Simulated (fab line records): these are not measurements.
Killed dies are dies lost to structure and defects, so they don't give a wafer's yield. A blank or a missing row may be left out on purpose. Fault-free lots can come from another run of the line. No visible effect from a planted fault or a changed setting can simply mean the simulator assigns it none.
A struck lot beside a sound one    flow n5 finfet    36 steps out of a route of 1938
Sound: the wafers L149.2, L149.3, L149.6. Struck: wafer L150.6 (left out: L150.2, L150.4 of the same lot, which were not struck); the cause appears at the end.
Per side, at each step with rows, come the tool, then ch with its chambers, and then its first start. Under that, the readings that differ: sound wafers    struck wafers    difference of the means    sigmas: that difference in standard deviations of wafers without a fault.
alike: words and numbers the same on both sides, and readings whose means are apart by under 2 such deviations; not compared: readings that were withheld, readings missing a value for some wafer, numbers with overlapping values and no deviation given by the record, and bounds like >300 which may hide the same value.
Wherever a step has rows on one side only, a row that says differs or no value, or a row with sigmas, the two part there. When numbers do not overlap yet have no deviation, they are printed without sigmas and do not part them. A reading that every wafer of one side lacks parts them only if that side has two wafers or more.

first, 9 steps without rows for these wafers: N5_MOL_CONTACT_COAG_PRECLEAN_127 (cleans in DIW, time 57.5 s); N5_MOL_CONTACT_COAG_SRD_128 (dry time 32 s); N5_MOL_CONTACT_COAG_CMP_52 (polishes, stops on SiO2, t overpolish 1.5 s, target thk 66.5 nm); N5_MOL_CONTACT_COAG_ANNEAL_112 (time 1800 s); N5_BEOL_M0_SAQP_PECVD_00 (deposits SiCN from 3MS/NH3, target thk 8 nm, time 14 s); N5_BEOL_M0_SAQP_ILD_DEP_01 (deposits SiOC from DEMS/O2, target thk 45.419 nm, time 8.7 s); N5_BEOL_M0_SAQP_HM_DEP_02 (deposits TiN, target thk 12 nm); N5_BEOL_M0_SAQP_PECVD_03 (deposits SiCN from 3MS/NH3, target thk 12 nm, time 21.1 s); N5_BEOL_M0_SAQP_PECVD_96 (deposits a-Si from SiH4/He, target thk 45 nm, time 45.2 s).
N5_BEOL_M0_SAQP_PECVD_97: deposits SiNx from SiH4/NH3/N2, target thk 23 nm, time 19.9 s.
  sound on pecvd-02 ch 0,1, day 6 12:40; struck on pecvd-01 ch 0, day 6 14:46
reading                                          sound       struck  difference  sigmas
model.SiNx_of_BEOL_M0_SAQP_PECVD_97.thk nm (nm)  23 23.4 23  26.8    +3.7        
  alike: heater power w, showerhead plenum p Torr, throttle valve pct
then, 24 steps without rows for these wafers: N5_BEOL_M0_SAQP_PECVD_04 (deposits a-Si from SiH4/He, target thk 60 nm, time 60.2 s); N5_BEOL_M0_SAQP_HM_DEP_111 (deposits SiO2 from SiH4/N2O, target thk 12 nm, time 7.2 s); N5_BEOL_M0_SAQP_COAT_81 (time 60 s, resist thk 100 nm); N5_BEOL_M0_SAQP_COAT_82 (time 60 s, resist thk 30 nm); N5_BEOL_M0_SAQP_COAT_08 (resist thk 90 nm); N5_BEOL_M0_SAQP_EBR_10; N5_BEOL_M0_SAQP_SOFTBAKE_09 (time 60 s); N5_BEOL_M0_SAQP_EXPOSE_11 (exposes mask M0 CORE, target cd 42 nm); N5_BEOL_M0_SAQP_PEB_12 (peb time 60 s); N5_BEOL_M0_SAQP_DEVELOP_13 (develop time 30 s); N5_BEOL_M0_SAQP_DESCUM_19 (chemistry O2, time 7.9 s); N5_BEOL_M0_SAQP_ETCH_83 (etches SiARC in CF4, target depth 39 nm, time 65 s); N5_BEOL_M0_SAQP_ETCH_84 (etches SOC in N2/H2, target depth 100 nm, overetch 20 nm, time 150 s); N5_BEOL_M0_SAQP_STRIP_80 (strips in N2/H2); N5_BEOL_M0_SAQP_HM_OPEN_112 (chemistry CHF3/O2, target SiO2, stops on a-Si, target depth 12 nm, time 13.5 s); N5_BEOL_M0_SAQP_STRIP_113 (strips in CHF3/O2); N5_BEOL_M0_SAQP_MANDREL_ETCH_20 (etches a-Si in HBr/Cl2, stops on SiNx, target depth 60 nm, bt time 10 s, time 30 s); N5_BEOL_M0_SAQP_STRIP_86 (strips in N2/H2); N5_BEOL_M0_SAQP_STRIP_115 (strips in post etch residue remover, time 60 s); N5_BEOL_M0_SAQP_SRD_93 (time 30 s); N5_BEOL_M0_SAQP_RECESS_114 (chemistry HF/NH3, target SiO2, target depth 14.4 nm, afs cycles 3, sublimation time 60 s); N5_BEOL_M0_SAQP_SPACER1_ALD_98 (deposits SiO2, target thk 12.8 nm, pulse time 1 s, purge time 2 s); N5_BEOL_M0_SAQP_SPACER1_ETCHBACK_99 (etches SiO2 in CHF3/O2, target depth 15.4 nm, time 7.7 s); N5_BEOL_M0_SAQP_MANDREL1_REMOVE_100 (chemistry HBr/Cl2/O2, target a-Si, stops on SiNx, bt time 10 s).
N5_BEOL_M0_SAQP_ETCH_106: etches SOC in N2/H2, stops on SiNx, target depth 150 nm.
  sound on rie diel-03 ch 1,2, day 6 15:46; struck on rie diel-03 ch 0, day 6 19:14
reading                                          sound           struck  difference  sigmas
model.SiNx_of_BEOL_M0_SAQP_PECVD_97.thk nm (nm)  15.2 15.6 15.4  19.2    +3.8        
  alike: drypump motor current A, oes product au, rf vpp V, showerhead plenum p Torr, throttle valve pct
  not compared: rf hours counter h
-- record jumps: 3 days separate the struck wafers' starts on either side; left off in module BEOL_M0_SAQP, taken up again in module BEOL_M4, whose first shown step is the route's number 1111 --
N5_BEOL_M4_RC_MEAS_101:
  sound on prober-01 ch 0, day 9 03:29; struck on prober-02 ch 0, day 9 18:59
reading        sound           struck  difference  sigmas
ION_P (uA/um)  481 479 476     464     -15         -2
VT_P (mV)      -244 -245 -245  -253    -8          -3
  alike: DIBL_N, DIBL_P, IOFF_N, IOFF_P, ION_N, SS_N, SS_P, VT_N

== WHERE THEY PART ==
N5_BEOL_M4_RC_MEAS_101 only, going by this record.

WHY: the cause the simulator had injected
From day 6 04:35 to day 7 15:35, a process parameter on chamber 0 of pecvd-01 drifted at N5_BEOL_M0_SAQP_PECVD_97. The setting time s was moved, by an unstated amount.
